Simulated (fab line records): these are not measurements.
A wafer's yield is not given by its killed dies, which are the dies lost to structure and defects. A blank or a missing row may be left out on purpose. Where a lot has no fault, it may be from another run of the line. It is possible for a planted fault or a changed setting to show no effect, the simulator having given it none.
Split-lot study | flow n5Finfet | 7 lots, 39 wafers read, on a route of 1938 steps

== ON THE SPLIT ==
At N5_DUMMY_GATE_ETCH_42 (etches SiO2 in CHF3/O2, target depth 3.5 nm, time 31 s), the setting biasW was moved away from the recipe's 12 W on 18 of the 39 wafers read, by -14.6% to +13.7%. For the rest of the wafers, this setting stayed at what the recipe calls for.

Reading taken at the split's own step.

== THE READING ==
rfVppV, in V, at N5_DUMMY_GATE_ETCH_42 (etches SiO2 in CHF3/O2, target depth 3.5 nm, time 31 s). On this fab line, fault-free wafers typically give 42.6 V with a standard deviation of 0.81 V.

wafer  | tool, chamber at the split | biasW as run, W | against the recipe | rfVppV, V | against lot-mates on the recipe
L078.1 | rieDiel-03, 3              | 12              | recipe             | 42.4      | -
L078.2 | rieDiel-03, 0              | 12              | recipe             | 42.5      | -
L078.3 | rieDiel-03, 1              | 12              | recipe             | 44.1      | -
L078.4 | rieDiel-03, 2              | 13.64           | +13.7%             | 46.5      | +3.5
L078.5 | rieDiel-03, 3              | 13.64           | +13.7%             | 47.2      | +4.2
L078.6 | rieDiel-03, 0              | 13.64           | +13.7%             | 47.2      | +4.2
L079.1 | rieDiel-06, 3              | 12              | recipe             | 42.9      | -
L079.2 | rieDiel-06, 0              | 10.99           | -8.4%              | 39.0      | -3.4
L079.3 | rieDiel-06, 1              | 10.99           | -8.4%              | 40.5      | -1.9
L079.4 | rieDiel-06, 2              | 12              | recipe             | 41.9      | -
L079.5 | rieDiel-06, 3              | 10.99           | -8.4%              | 39.5      | -2.9
L079.6 | rieDiel-06, 2              | 12              | recipe             | 42.4      | -
L082.1 | rieDiel-06, 1              | 12              | recipe             | 43.1      | -
L082.2 | rieDiel-06, 3              | 10.85           | -9.6%              | 39.5      | -3.2
L082.3 | rieDiel-06, 0              | 10.85           | -9.6%              | 38.7      | -4.0
L082.4 | rieDiel-06, 2              | 12              | recipe             | 41.6      | -
L082.5 | rieDiel-06, 2              | 10.85           | -9.6%              | 37.7      | -5.0
L082.6 | rieDiel-06, 1              | 12              | recipe             | 43.3      | -
L087.3 | rieDiel-06, 3              | 12              | recipe             | 43.3      | -
L087.4 | rieDiel-06, 1              | 12              | recipe             | 42.9      | -
L087.5 | rieDiel-06, 2              | 12              | recipe             | 43.6      | -
L088.1 | rieDiel-03, 1              | 12.66           | +5.5%              | 44.1      | +1.4
L088.2 | rieDiel-03, 3              | 12.66           | +5.5%              | 44.6      | +1.9
L088.3 | rieDiel-03, 0              | 12.66           | +5.5%              | 43.1      | +0.4
L088.4 | rieDiel-03, 1              | 12              | recipe             | 42.9      | -
L088.5 | rieDiel-03, 0              | 12              | recipe             | 42.7      | -
L088.6 | rieDiel-03, 3              | 12              | recipe             | 42.6      | -
L090.1 | rieDiel-03, 1              | 13.39           | +11.6%             | 44.3      | +2.2
L090.2 | rieDiel-03, 2              | 12              | recipe             | 42.5      | -
L090.3 | rieDiel-03, 3              | 13.39           | +11.6%             | 45.2      | +3.1
L090.4 | rieDiel-03, 0              | 12              | recipe             | 42.2      | -
L090.5 | rieDiel-03, 1              | 12              | recipe             | 41.5      | -
L090.6 | rieDiel-03, 2              | 13.39           | +11.6%             | 46.5      | +4.4
L092.1 | rieDiel-06, 3              | 12              | recipe             | 41.3      | -
L092.2 | rieDiel-06, 1              | 12              | recipe             | 43.0      | -
L092.3 | rieDiel-06, 2              | 12              | recipe             | 41.7      | -
L092.4 | rieDiel-06, 0              | 10.25           | -14.6%             | 38.9      | -3.1
L092.5 | rieDiel-06, 1              | 10.25           | -14.6%             | 39.8      | -2.2
L092.6 | rieDiel-06, 2              | 10.25           | -14.6%             | 38.2      | -3.8

THE FIT
A straight line over all 39 wafers: rfVppV changes by +0.295 V for each +1% of biasW; r = +0.94; the points scatter about the line by 0.83 V.
The same after taking each lot's own level away (the mean of its wafers on the recipe; 39 wafers): +0.281 V for each +1%; r = +0.94; scatter 0.8 V.
The reading moves by 4.1 V for the largest change in biasW, on that fit.
The span of the lots' own levels, 42.00 to 43.27 V, comes to 1.6 times the standard deviation stated above.
Hence the lot-to-lot level has little effect on the slope; both slopes agree.
Check: for one of the wafers moved furthest among these (-14.6%), held out of the fit, the line's prediction against its lot-mates is -4.32 V. It came out at -3.1 V against them.
Tool readings at the split's step, against how far the setting was moved: rfVppV r = +0.94.

== ADDITIONAL SPLITS CARRIED BY THESE WAFERS ==
Note: prior to the reading, these wafers also went through further splits. Each is held against what the fit with the lots' levels taken away leaves over:
other split on the same wafers     | wafers away from the commonest value | r with rfVppV (lot level and that fit taken away)
N5_WELL_APT_EXPOSE_22 doseMj       | 15                                   | -0.01
N5_DUMMY_GATE_ETCH_31 targetDepthA | 15                                   | +0.23

== FILE'S OWN FIT ==
rfVppV changes by +0.282 V for each +1% of biasW, r = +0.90.
